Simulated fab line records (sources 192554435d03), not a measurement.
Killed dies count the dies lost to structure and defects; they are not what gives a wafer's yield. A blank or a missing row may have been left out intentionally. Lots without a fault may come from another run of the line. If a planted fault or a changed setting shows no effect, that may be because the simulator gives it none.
fab line records -- flow n5Finfet
record lots=5, wafers=15, lastDay=16
route steps=1938 shown BEOL_M6@1253 BEOL_M7@1263
lots that met no fault: taken from a fault-free run of the same line
startH: hours from the record's first day to the start of the lot's first wafer shown -- waitH: how many hours have passed since the lot's step before this one -- " unchanged from the row above -- L1.1+2: several wafers, shown together as one row -- - no value, or no start was given -- * or withheld: withheld -- < > ~ a bound
route shown NAME@n: NAME is a module with steps in the file, n the number in the route of the first one -- usual: mean/standard deviation of fault-free wafers -- same: alike in all rows -- chamber/n: place in a boat -- sites: the reading at each site -- _std_site: the values' standard deviation -- _edge_site: inner sites' mean taken away from outer sites' mean -- radiusMm: how far each site lies from the wafer's centre -- mask NAME#n: copy n -- behind: the most recent tool/chamber to have shaped the wafer -- hold: reason for holding the lot/hours on hold/outcome of the hold -- device: which transistor (n, p or np) failed to switch -- end of line: the tests these same wafers got at the end of their route -- a step with no rows: only its recipe -- killed: dies that structure and defects cost at the first sort, which is not the same as the wafer's yield -- map: per-die view of a wafer (x killed, . not killed, _ where there is no die)
set.NAME: the setting the step ran with; set.NAME@STEP: the setting that earlier step ran with -- model.NAME: the simulator's own value behind a step, which no gauge read
lots seen at some steps along the route; tables by step, rows by wafer
services: when a tool's chamber went out of use (startH, in hours from the record's first day, below 0 if earlier), for how many hours, and the reason
## steps
# step N5_BEOL_M6_CVD_78
# recipe material=Co, targetThkA=20, tempC=withheld, precursor=CCTBA/H2, pressureTorr=30, timeS=142.3
lot.wafer,tool,chamber,startH,waitH
L078.2+3+4,cvdCo-02,"1,2,1",203.35,0.1
L079.1+2+6,cvdCo-02,"1,0,1",206.64,0.0
L084.2+4+5,cvdCo-02,"1,0,1",242.29,0.0
L085.1+4+5,cvdCo-01,"0,2,1",246.77,0.1
L091.2+4+6,cvdCo-01,"2,1,0",291.99,0.2
# step N5_BEOL_M6_SPUTTER_48
# recipe material=Cu, targetThkA=100, tempC=-20, biasV=60, powerW=26000, chamberPressurePa=0.13, timeS=1.667
# usual throttleValvePct=29.7/0.69
lot.wafer,tool,chamber,startH,waitH,throttleValvePct
L078.2,pvdSputter-02,-,203.55,0.2,30.4
L078.3,pvdSputter-02,-,203.55,0.2,30.0
L078.4,pvdSputter-02,-,203.55,0.2,28.7
L079.1,pvdSputter-02,-,206.78,0.1,29.6
L079.2,pvdSputter-02,-,206.78,0.1,30.5
L079.6,pvdSputter-02,-,206.78,0.1,29.5
L084.2,pvdSputter-01,-,242.41,0.1,29.7
L084.4,pvdSputter-01,-,242.41,0.1,29.3
L084.5,pvdSputter-01,-,242.41,0.1,29.5
L085.1,pvdSputter-01,-,247.03,0.2,28.9
L085.4,pvdSputter-01,-,247.03,0.2,29.9
L085.5,pvdSputter-01,-,247.03,0.2,29.6
L091.2,pvdSputter-02,-,292.23,0.2,29.3
L091.4,pvdSputter-02,-,292.23,0.2,28.7
L091.6,pvdSputter-02,-,292.23,0.2,29.9
# step N5_BEOL_M6_ECD_50
# recipe material=Cu, targetThkA=3000
lot.wafer,tool,chamber,startH,waitH
L078.2+3+4,ecdCu-02,"1,0,1",203.67,0.1
L079.1+2+6,ecdCu-02,"0,1,1",206.90,0.1
L084.2+4+5,ecdCu-01,1,242.53,0.1
L085.1+4+5,ecdCu-02,"0,1,0",247.25,0.2
L091.2+4+6,ecdCu-02,0,292.35,0.1
# step N5_BEOL_M6_ANNEAL_51
# recipe tempC=225, timeS=90, ambient=N2
# usual wafer_temp_C_max=225.91/0.25
lot.wafer,tool,chamber,startH,waitH,wafer_temp_C_max
L078.2,rtpAnneal-01,0,203.81,0.1,225.69
L078.3,rtpAnneal-01,0,203.81,0.1,225.73
L078.4,rtpAnneal-01,0,203.81,0.1,225.36
L079.1,rtpAnneal-01,0,207.13,0.2,225.89
L079.2,rtpAnneal-01,0,207.13,0.2,226.05
L079.6,rtpAnneal-01,0,207.13,0.2,226.23
L084.2,rtpAnneal-01,0,242.66,0.1,226.13
L084.4,rtpAnneal-01,0,242.66,0.1,226.61
L084.5,rtpAnneal-01,0,242.66,0.1,225.85
L085.1,rtpAnneal-01,0,247.43,0.2,225.77
L085.4,rtpAnneal-01,0,247.43,0.2,226.52
L085.5,rtpAnneal-01,0,247.43,0.2,225.93
L091.2,rtpAnneal-01,0,292.65,0.3,225.63
L091.4,rtpAnneal-01,0,292.65,0.3,225.69
L091.6,rtpAnneal-01,0,292.65,0.3,225.49
# step N5_BEOL_M6_CMP_52
# recipe stopOn=SiCOH_lowk, tOverpolishS=6.9, downForcePsi=1, platenRpm=50, clearingPlatenDownForcePsi=1.5, clearingPlatenRpm=50, postCmpClean=cuAlkaline, targetThkNm=80, clearingPlatenPadVelocityMS=0.99484, padVelocityMS=0.99484
# usual barrierFieldEndpointS=28.9/1.1, motorCurrentA=6.2/0.52, overpolishRunS=6.901/0.009, retainingRingPressureFrac=1.000/0.0049, timeToEndpointS=64/5.7
lot.wafer,tool,chamber,startH,waitH,barrierFieldEndpointS,motorCurrentA,overpolishRunS,retainingRingPressureFrac,timeToEndpointS
L078.3,cmp-03,0,204.06,0.2,27.6,5.1,6.901,0.998,61
L078.4,cmp-03,1,204.06,0.2,28.6,5.4,6.907,1.000,60
L078.2,cmp-03,3,204.06,0.2,28.5,7.0,6.888,1.005,63
L079.1,cmp-03,0,207.50,0.3,27.4,5.5,6.895,0.991,54
L079.2,cmp-03,1,207.50,0.3,27.5,5.2,6.912,0.998,55
L079.6,cmp-03,3,207.50,0.3,28.7,7.1,6.897,1.001,58
L084.2,cmp-02,3,242.95,0.2,29.8,6.0,6.900,0.998,66
L084.4,cmp-02,0,242.95,0.2,28.4,5.6,6.908,0.996,60
L084.5,cmp-02,3,242.95,0.2,29.7,5.8,6.901,1.001,64
L085.1,cmp-01,0,247.97,0.5,28.1,6.4,6.897,0.992,61
L085.4,cmp-01,1,247.97,0.5,27.8,6.7,6.909,0.992,57
L085.5,cmp-01,2,247.97,0.5,28.3,6.7,6.886,1.003,65
L091.2,cmp-02,2,292.90,0.2,28.7,5.4,6.907,1.001,61
L091.4,cmp-02,0,292.90,0.2,28.2,5.9,6.915,1.002,60
L091.6,cmp-02,2,292.90,0.2,29.2,5.7,6.903,1.002,61
# step N5_BEOL_M6_THK_MEAS_53
# recipe thkMeasGauge=xrf, reads=Cu_of_BEOL_M6_ECD_50
# usual M6_THK=80.2/2.8
lot.wafer,tool,chamber,startH,waitH,M6_THK[nm]
L078.2,filmMetro-02,-,204.35,-,82.7
L078.3,filmMetro-02,-,204.35,-,77.7
L078.4,filmMetro-02,-,204.35,-,77.7
L079.1,filmMetro-01,-,207.72,-,78.6
L079.2,filmMetro-01,-,207.72,-,81.3
L079.6,filmMetro-01,-,207.72,-,82.0
L084.2,filmMetro-02,-,243.21,-,79.9
L084.4,filmMetro-02,-,243.21,-,81.3
L084.5,filmMetro-02,-,243.21,-,79.8
L085.1,filmMetro-02,-,248.19,-,80.8
L085.4,filmMetro-02,-,248.19,-,76.8
L085.5,filmMetro-02,-,248.19,-,83.8
L091.2,filmMetro-01,-,293.20,-,81.7
L091.4,filmMetro-01,-,293.20,-,80.5
L091.6,filmMetro-01,-,293.20,-,77.3
# step N5_BEOL_M6_PRE_CLEAN_55
# recipe gas=NH3, timeS=15, tempC=withheld, rfPowerW=300
lot.wafer,tool,chamber,startH,waitH
L078.2+3+4,pecvd-04,"0,2,2",204.39,0.0
L079.1+2+6,pecvd-01,"0,2,1",207.76,0.0
L084.2+4+5,pecvd-03,"1,0,2",243.25,0.0
L085.1+4+5,pecvd-03,"2,1,2",248.22,0.0
L091.2+4+6,pecvd-03,"0,0,1",293.23,0.0
# step N5_BEOL_M6_DEP_56
# recipe material=SiCN, targetThkA=100, tempC=withheld, precursor=3MS/NH3, pressureTorr=3, rfW=202, timeS=17.5
# usual showerheadPlenumPTorr=3.674/0.011, throttleValvePct=9.2/0.49
lot.wafer,tool,chamber,startH,waitH,showerheadPlenumPTorr,throttleValvePct
L078.2,pecvd-04,0,204.42,0.0,3.675,8.7
L078.3,pecvd-04,2,204.42,0.0,3.688,8.8
L078.4,pecvd-04,2,204.42,0.0,3.673,8.5
L079.1,pecvd-01,0,207.78,0.0,3.701,10.0
L079.2,pecvd-01,2,207.78,0.0,3.676,9.6
L079.6,pecvd-01,1,207.78,0.0,3.695,9.0
L084.2,pecvd-03,1,243.27,0.0,3.663,9.6
L084.4,pecvd-03,0,243.27,0.0,3.673,8.9
L084.5,pecvd-03,2,243.27,0.0,3.662,8.6
L085.1,pecvd-03,2,248.25,0.0,3.663,8.7
L085.4,pecvd-03,1,248.25,0.0,3.664,9.9
L085.5,pecvd-03,2,248.25,0.0,3.661,8.4
L091.2,pecvd-03,0,293.26,0.0,3.656,9.2
L091.4,pecvd-03,0,293.26,0.0,3.660,9.2
L091.6,pecvd-03,1,293.26,0.0,3.682,9.8
# step N5_BEOL_M6_RS_MEAS_57
# recipe thkMeasGauge=four-point-probe, reads=Cu_of_BEOL_M6_ECD_50+Co_of_BEOL_M6_CVD_78+TaN_of_BEOL_M6_ALD_77
# usual M6_RS=0.290/0.012
lot.wafer,tool,chamber,startH,waitH,M6_RS[ohm/sq]
L078.2,filmMetro-01,-,204.48,0.1,0.278
L078.3,filmMetro-01,-,204.48,0.1,0.299
L078.4,filmMetro-01,-,204.48,0.1,0.298
L079.1,filmMetro-01,-,207.85,0.1,0.302
L079.2,filmMetro-01,-,207.85,0.1,0.288
L079.6,filmMetro-01,-,207.85,0.1,0.286
L084.2,filmMetro-02,-,243.34,0.1,0.292
L084.4,filmMetro-02,-,243.34,0.1,0.285
L084.5,filmMetro-02,-,243.34,0.1,0.292
L085.1,filmMetro-01,-,248.32,0.1,0.286
L085.4,filmMetro-01,-,248.32,0.1,0.303
L085.5,filmMetro-01,-,248.32,0.1,0.273
L091.2,filmMetro-01,-,293.33,0.1,0.284
L091.4,filmMetro-01,-,293.33,0.1,0.288
L091.6,filmMetro-01,-,293.33,0.1,0.304
# step N5_BEOL_M6_INSPECT_58
# recipe inspectInstrument=darkfield, mode=postDep
# usual rawDefectCount=79/28
lot.wafer,tool,chamber,startH,waitH,rawDefectCount
L078.2,defectInspect-02,-,204.51,0.0,90
L078.3,defectInspect-02,-,204.51,0.0,62
L078.4,defectInspect-02,-,204.51,0.0,91
L079.1,defectInspect-01,-,207.88,0.0,95
L079.2,defectInspect-01,-,207.88,0.0,72
L079.6,defectInspect-01,-,207.88,0.0,57
L084.2,defectInspect-01,-,243.37,0.0,35
L084.4,defectInspect-01,-,243.37,0.0,70
L084.5,defectInspect-01,-,243.37,0.0,35
L085.1,defectInspect-02,-,248.34,0.0,71
L085.4,defectInspect-02,-,248.34,0.0,88
L085.5,defectInspect-02,-,248.34,0.0,91
L091.2,defectInspect-01,-,293.35,0.0,87
L091.4,defectInspect-01,-,293.35,0.0,101
L091.6,defectInspect-01,-,293.35,0.0,110
# step N5_BEOL_M7_ILD_DEP_00
# recipe material=SiCOH_lowk, targetThkA=1797.5, tempC=300, precursor=DEMS/porogen, pressureTorr=5, rfW=500, timeS=33.4
# usual heaterPowerOuterW=150/33, heaterPowerW=309/56, showerheadPlenumPTorr=5.741/0.02, throttleValvePct=14.2/0.73
lot.wafer,tool,chamber,startH,waitH,heaterPowerOuterW,heaterPowerW,showerheadPlenumPTorr,throttleValvePct
L078.2,pecvd-01,1,204.55,0.0,140,292,5.753,14.2
L078.3,pecvd-01,2,204.55,0.0,122,242,5.743,14.5
L078.4,pecvd-01,2,204.55,0.0,128,252,5.741,14.4
L079.1,pecvd-01,2,207.91,0.0,156,295,5.744,14.3
L079.2,pecvd-01,0,207.91,0.0,149,365,5.786,15.2
L079.6,pecvd-01,1,207.91,0.0,157,317,5.728,13.9
L084.2,pecvd-03,2,243.40,0.0,110,265,5.741,12.9
L084.4,pecvd-03,0,243.40,0.0,194,381,5.736,14.1
L084.5,pecvd-03,1,243.40,0.0,94,229,5.750,15.2
L085.1,pecvd-01,1,248.38,0.0,164,313,5.746,13.7
L085.4,pecvd-01,2,248.38,0.0,135,257,5.747,14.5
L085.5,pecvd-01,1,248.38,0.0,162,322,5.749,13.9
L091.2,pecvd-02,1,293.39,0.0,190,389,5.726,14.7
L091.4,pecvd-02,0,293.39,0.0,165,334,5.729,14.2
L091.6,pecvd-02,2,293.39,0.0,129,265,5.704,13.4
# step N5_BEOL_M7_CURE_74
# recipe tempC=385, timeS=240, ambient=He/Ar, material=SiCOH_lowk
# usual lampPowerPct=52.31/0.051, wafer_temp_C_max=386.8/0.73
lot.wafer,tool,chamber,startH,waitH,lampPowerPct,wafer_temp_C_max
L078.2,uvCure-03,1,204.69,0.1,52.25,387.3
L078.3,uvCure-03,1,204.69,0.1,52.23,386.6
L078.4,uvCure-03,1,204.69,0.1,52.23,387.4
L079.1,uvCure-03,0,207.98,0.0,52.31,387.1
L079.2,uvCure-03,0,207.98,0.0,52.25,386.3
L079.6,uvCure-03,0,207.98,0.0,52.29,387.5
L084.2,uvCure-01,1,243.55,0.1,52.28,385.9
L084.4,uvCure-01,1,243.55,0.1,52.36,386.4
L084.5,uvCure-01,1,243.55,0.1,52.33,386.7
L085.1,uvCure-01,0,248.50,0.1,52.35,386.4
L085.4,uvCure-01,0,248.50,0.1,52.28,385.9
L085.5,uvCure-01,0,248.50,0.1,52.29,385.4
L091.2,uvCure-02,1,293.53,0.1,52.30,387.8
L091.4,uvCure-02,1,293.53,0.1,52.32,386.5
L091.6,uvCure-02,1,293.53,0.1,52.30,386.8
# step N5_BEOL_M7_THK_MEAS_01
# recipe reads=SiCOH_lowk_of_BEOL_M7_ILD_DEP_00
# usual M7_ILD_THK=155.5/2.5
lot.wafer,tool,chamber,startH,waitH,M7_ILD_THK[nm]
L078.2,filmMetro-01,-,205.12,0.4,157.3
L078.3,filmMetro-01,-,205.12,0.4,156.6
L078.4,filmMetro-01,-,205.12,0.4,160.2
L079.1,filmMetro-01,-,208.97,0.8,155.8
L079.2,filmMetro-01,-,208.97,0.8,154.9
L079.6,filmMetro-01,-,208.97,0.8,158.3
L084.2,filmMetro-01,-,243.98,0.4,153.7
L084.4,filmMetro-01,-,243.98,0.4,154.7
L084.5,filmMetro-01,-,243.98,0.4,155.2
L085.1,filmMetro-01,-,249.02,0.4,154.7
L085.4,filmMetro-01,-,249.02,0.4,156.4
L085.5,filmMetro-01,-,249.02,0.4,156.8
L091.2,filmMetro-02,-,293.97,0.4,155.5
L091.4,filmMetro-02,-,293.97,0.4,157.5
L091.6,filmMetro-02,-,293.97,0.4,156.1
# step N5_BEOL_M7_PECVD_70
# recipe material=SiO2, targetThkA=200, tempC=400, precursor=TEOS/O2, pressureTorr=5.5, rfW=450, teosFlowSccm=53.8, gas=O2, flowSccm=3000, timeS=22.7
# usual heaterPowerOuterW=423/56, heaterPowerW=694/91, showerheadPlenumPTorr=8.78/0.072, throttleValvePct=22.9/1.3
lot.wafer,tool,chamber,startH,waitH,heaterPowerOuterW,heaterPowerW,showerheadPlenumPTorr,throttleValvePct
L078.2,pecvd-03,1,205.18,0.1,330,538,8.83,24.2
L078.3,pecvd-03,1,205.18,0.1,320,552,8.86,24.3
L078.4,pecvd-03,1,205.18,0.1,328,562,8.85,24.0
L079.1,pecvd-03,0,209.01,0.0,480,745,8.78,22.3
L079.2,pecvd-03,1,209.01,0.0,407,640,8.83,24.3
L079.6,pecvd-03,0,209.01,0.0,482,750,8.77,22.2
L084.2,pecvd-02,1,244.02,0.0,533,897,8.71,23.8
L084.4,pecvd-02,1,244.02,0.0,530,878,8.75,23.7
L084.5,pecvd-02,0,244.02,0.0,445,711,8.75,22.6
L085.1,pecvd-02,0,249.05,0.0,406,655,8.74,22.7
L085.4,pecvd-02,2,249.05,0.0,349,569,8.71,20.8
L085.5,pecvd-02,0,249.05,0.0,411,666,8.75,23.1
L091.2,pecvd-02,2,294.00,0.0,372,597,8.68,21.0
L091.4,pecvd-02,0,294.00,0.0,416,662,8.76,23.2
L091.6,pecvd-02,1,294.00,0.0,473,788,8.74,24.0
# step N5_BEOL_M7_HM_DEP_02
# recipe material=TiN, targetThkA=200, tempC=25, chamberPressurePa=0.49996
# usual throttleValvePct=29.8/0.75
lot.wafer,tool,chamber,startH,waitH,throttleValvePct
L078.2,pvdSputter-03,-,206.17,1.0,30.4
L078.3,pvdSputter-03,-,206.17,1.0,29.2
L078.4,pvdSputter-03,-,206.17,1.0,31.3
L079.1,pvdSputter-01,-,209.79,0.8,29.6
L079.2,pvdSputter-01,-,209.79,0.8,29.8
L079.6,pvdSputter-01,-,209.79,0.8,28.7
L084.2,pvdSputter-03,-,245.20,1.2,30.9
L084.4,pvdSputter-03,-,245.20,1.2,30.5
L084.5,pvdSputter-03,-,245.20,1.2,29.5
L085.1,pvdSputter-02,-,249.38,0.3,29.9
L085.4,pvdSputter-02,-,249.38,0.3,30.4
L085.5,pvdSputter-02,-,249.38,0.3,29.7
L091.2,pvdSputter-02,-,294.49,0.5,28.5
L091.4,pvdSputter-02,-,294.49,0.5,30.5
L091.6,pvdSputter-02,-,294.49,0.5,30.4
# step N5_BEOL_M7_COAT_59
# recipe resist=SOC, tempC=250, timeS=60, spinRpm=1500, resistThkNm=100
# usual exhaustPa=45.1/0.93
lot.wafer,tool,chamber,startH,waitH,exhaustPa
L078.2,lithoTrack-03,0,206.30,0.1,45.9
L078.3,lithoTrack-03,0,206.30,0.1,45.7
L078.4,lithoTrack-03,0,206.30,0.1,45.2
L079.1,lithoTrack-05,0,209.92,0.1,44.1
L079.2,lithoTrack-05,0,209.92,0.1,44.6
L079.6,lithoTrack-05,0,209.92,0.1,44.4
L084.2,lithoTrack-03,0,245.33,0.1,43.1
L084.4,lithoTrack-03,0,245.33,0.1,44.5
L084.5,lithoTrack-03,0,245.33,0.1,43.4
L085.1,lithoTrack-02,0,249.51,0.1,45.1
L085.4,lithoTrack-02,0,249.51,0.1,45.1
L085.5,lithoTrack-02,0,249.51,0.1,44.0
L091.2,lithoTrack-05,0,294.62,0.1,45.3
L091.4,lithoTrack-05,0,294.62,0.1,44.7
L091.6,lithoTrack-05,0,294.62,0.1,45.4
# step N5_BEOL_M7_COAT_60
# recipe resist=SiARC, tempC=220, timeS=60, spinRpm=1500, resistThkNm=35
# usual exhaustPa=45.2/1
lot.wafer,tool,chamber,startH,waitH,exhaustPa
L078.2,lithoTrack-03,0,-,-,43.9
L078.3,lithoTrack-03,0,-,-,44.1
L078.4,lithoTrack-03,0,-,-,42.9
L079.1,lithoTrack-05,0,-,-,44.2
L079.2,lithoTrack-05,0,-,-,46.0
L079.6,lithoTrack-05,0,-,-,45.8
L084.2,lithoTrack-03,0,-,-,46.1
L084.4,lithoTrack-03,0,-,-,45.1
L084.5,lithoTrack-03,0,-,-,45.2
L085.1,lithoTrack-02,0,-,-,47.5
L085.4,lithoTrack-02,0,-,-,46.7
L085.5,lithoTrack-02,0,-,-,46.4
L091.2,lithoTrack-05,0,-,-,44.8
L091.4,lithoTrack-05,0,-,-,45.4
L091.6,lithoTrack-05,0,-,-,46.9
## services
tool,chamber,startH,hours,kind
pecvd-01,-,186.49,2.8,pm
cmp-01,-,186.87,1.3,repair
cmp-02,-,196.66,6.3,pm
cmp-03,-,201.25,0.8,repair
pecvd-03,2,202.38,-,clean
ecdCu-02,-,205.79,1.1,repair
cmp-01,-,210.70,7.7,pm
uvCure-03,-,211.62,1.1,repair
cmp-03,-,219.62,0.4,repair
cmp-01,-,220.48,4.0,pm
ecdCu-02,-,234.98,2.4,repair
cvdCo-01,-,237.63,2.8,pm
cmp-03,-,241.11,14.1,pm
cmp-02,-,244.64,4.0,pm
uvCure-02,-,260.92,7.5,pm
pecvd-02,1,261.67,13.0,repair
pecvd-03,-,262.39,14.6,pm
pecvd-01,-,271.15,6.0,pm
cmp-01,-,272.34,2.0,repair
cvdCo-02,-,273.87,6.9,pm
cmp-02,-,277.85,2.9,repair
pecvd-03,0,282.40,9.6,repair
uvCure-02,-,284.44,1.2,repair
cmp-02,-,290.07,2.5,repair
## key
fault none
